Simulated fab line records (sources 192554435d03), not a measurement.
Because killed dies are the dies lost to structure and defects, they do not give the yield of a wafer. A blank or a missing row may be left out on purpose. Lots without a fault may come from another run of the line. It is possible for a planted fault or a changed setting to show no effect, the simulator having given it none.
Split-lot experiment	flow n5_finfet	39 wafers read from 7 lots, route of 1938 steps

== SPLIT DETAILS ==
At N5_WELL_APT_IMPLANT_15, the setting energy_kev was moved away from the recipe's 25 on 12 of the 39 wafers read, by -5.5% to +13.9%. For the rest of the wafers, this setting stayed at what the recipe calls for.

Reading taken at the split's own step.

== THE READING ==
In nm, at N5_WELL_APT_IMPLANT_15: implant.drp_nm, which is the simulator's own figure and was read by no gauge. The file gives no usual value for it.

wafer	tool, chamber at the split	energy_kev as run	against the recipe	implant.drp_nm, nm	against lot-mates on the recipe
L076.1	implanter-01, 0	27.42	+9.7%	9.034	+0.577
L076.3	implanter-01, 0	27.42	+9.7%	9.034	+0.577
L076.5	implanter-01, 0	27.42	+9.7%	9.034	+0.577
L076.2	implanter-01, 0	25	recipe	8.457	-
L076.4	implanter-01, 0	25	recipe	8.457	-
L076.6	implanter-01, 0	25	recipe	8.457	-
L082.1	implanter-01, 0	25	recipe	8.457	-
L082.3	implanter-01, 0	25	recipe	8.457	-
L082.6	implanter-01, 0	25	recipe	8.457	-
L082.2	implanter-01, 0	23.63	-5.5%	8.127	-0.330
L082.4	implanter-01, 0	23.63	-5.5%	8.127	-0.330
L082.5	implanter-01, 0	23.63	-5.5%	8.127	-0.330
L084.1	implanter-01, 0	25	recipe	8.457	-
L084.4	implanter-01, 0	25	recipe	8.457	-
L084.6	implanter-01, 0	25	recipe	8.457	-
L084.2	implanter-01, 0	26.36	+5.4%	8.782	+0.325
L084.3	implanter-01, 0	26.36	+5.4%	8.782	+0.325
L084.5	implanter-01, 0	26.36	+5.4%	8.782	+0.325
L085.1	implanter-01, 0	25	recipe	8.457	-
L085.3	implanter-01, 0	25	recipe	8.457	-
L085.6	implanter-01, 0	25	recipe	8.457	-
L094.1	implanter-01, 0	25	recipe	8.457	-
L094.2	implanter-01, 0	25	recipe	8.457	-
L094.3	implanter-01, 0	25	recipe	8.457	-
L094.4	implanter-01, 0	25	recipe	8.457	-
L094.5	implanter-01, 0	25	recipe	8.457	-
L094.6	implanter-01, 0	25	recipe	8.457	-
L095.1	implanter-01, 0	25	recipe	8.457	-
L095.2	implanter-01, 0	25	recipe	8.457	-
L095.3	implanter-01, 0	25	recipe	8.457	-
L095.4	implanter-01, 0	25	recipe	8.457	-
L095.5	implanter-01, 0	25	recipe	8.457	-
L095.6	implanter-01, 0	25	recipe	8.457	-
L096.1	implanter-02, 0	28.47	+13.9%	9.282	+0.825
L096.3	implanter-02, 0	28.47	+13.9%	9.282	+0.825
L096.5	implanter-02, 0	28.47	+13.9%	9.282	+0.825
L096.2	implanter-02, 0	25	recipe	8.457	-
L096.4	implanter-02, 0	25	recipe	8.457	-
L096.6	implanter-02, 0	25	recipe	8.457	-

FIT RESULTS
A straight line over all 39 wafers: implant.drp_nm changes by +0.0596 nm for each +1% of energy_kev; r = +1.00; the points scatter about the line by 0.0011 nm.
The same after taking each lot's own level away (the mean of its wafers on the recipe; 39 wafers): +0.0596 nm for each +1%; r = +1.00; scatter 0.0011 nm.
On that fit, the largest move of energy_kev shifts the reading by 0.83 nm.
The lots' own levels span 8.4570 to 8.4570 nm.
So the lot-to-lot level changes the slope little: the two slopes agree.
Check: for one of the wafers moved furthest among these (+13.9%), held out of the fit, the line's prediction against its lot-mates is +0.827 nm. Against them it came out at +0.825 nm.

== THE WHOLE CHAIN: every reading that the file lists as answering this split, in the file's order ==
step	what it does	reading	change (the file's fit)	r (the file's)
N5_WELL_APT_IMPLANT_15		implant.rp_nm (the simulator's own value, which no gauge read)	+0.139 nm for each +1% of the setting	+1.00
N5_WELL_APT_IMPLANT_15		implant.drp_nm (the simulator's own value, which no gauge read)	+0.0595 nm for each +1% of the setting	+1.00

== FILE'S OWN FIT ==
implant.drp_nm changes by +0.0595 nm for each +1% of energy_kev, r = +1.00.
